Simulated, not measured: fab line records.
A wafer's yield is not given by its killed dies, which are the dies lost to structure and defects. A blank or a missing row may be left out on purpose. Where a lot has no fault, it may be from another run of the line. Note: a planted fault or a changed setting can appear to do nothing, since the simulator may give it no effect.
Chamber matching / flow n5-finfet / N5_BEOL_M5_ILD_DEP_00 on pecvd-03 has 3 sister chambers
The step deposits SiCOH lowk from DEMS/porogen, target thk 140.64 nm, time 25.9 s. 3 wafers are shown with their chamber, then 10 later ones without.

## WAFERS, EACH WITH ITS CHAMBER
wafer=L081.6; chamber=0; showerhead-vpp-V (V)=1401
wafer=L085.3; chamber=1; showerhead-vpp-V (V)=1466
wafer=L085.5; chamber=2; showerhead-vpp-V (V)=1480

## WAFERS WITHOUT THEIR CHAMBER
wafer=L085.6; showerhead-vpp-V (V)=1474
wafer=L084.1; showerhead-vpp-V (V)=1394
wafer=L084.2; showerhead-vpp-V (V)=1457
wafer=L084.6; showerhead-vpp-V (V)=1461
wafer=L091.1; showerhead-vpp-V (V)=1461
wafer=L091.2; showerhead-vpp-V (V)=1444
wafer=L091.3; showerhead-vpp-V (V)=1355
wafer=L094.1; showerhead-vpp-V (V)=1483
wafer=L094.3; showerhead-vpp-V (V)=1453
wafer=L094.4; showerhead-vpp-V (V)=1402

## WHICH CHAMBER EACH ONE RAN IN
wafer=L085.6; from the rows above=can't be placed: 2 or 1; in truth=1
wafer=L084.1; from the rows above=0; in truth=0
wafer=L084.2; from the rows above=can't be placed: 1 or 2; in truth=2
wafer=L084.6; from the rows above=can't be placed: 1 or 2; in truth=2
wafer=L091.1; from the rows above=can't be placed: 1 or 2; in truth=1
wafer=L091.2; from the rows above=can't be placed: 1 or 2 or 0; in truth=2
wafer=L091.3; from the rows above=0; in truth=0
wafer=L094.1; from the rows above=can't be placed: 2 or 1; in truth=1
wafer=L094.3; from the rows above=can't be placed: 1 or 2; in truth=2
wafer=L094.4; from the rows above=0; in truth=0
Placed correctly: 3 of 10. Unplaceable from these rows: 7, with the true chamber sitting among the candidates in 7. 0 placed wrongly.
How it was worked out, from the rows above alone: a wafer's distance from a chamber is the root of the sum, over the readings, of the square of ((its reading less the chamber's mean) divided by the reading's scatter). The wafer belongs to the nearest chamber; if the next one is less than 2 further off, it can't be placed. The mean given for a chamber averages the wafers shown for that chamber. The scatter: with one shown wafer a chamber, the root of the mean of the squares of how far each hidden wafer lies from its nearest shown one.
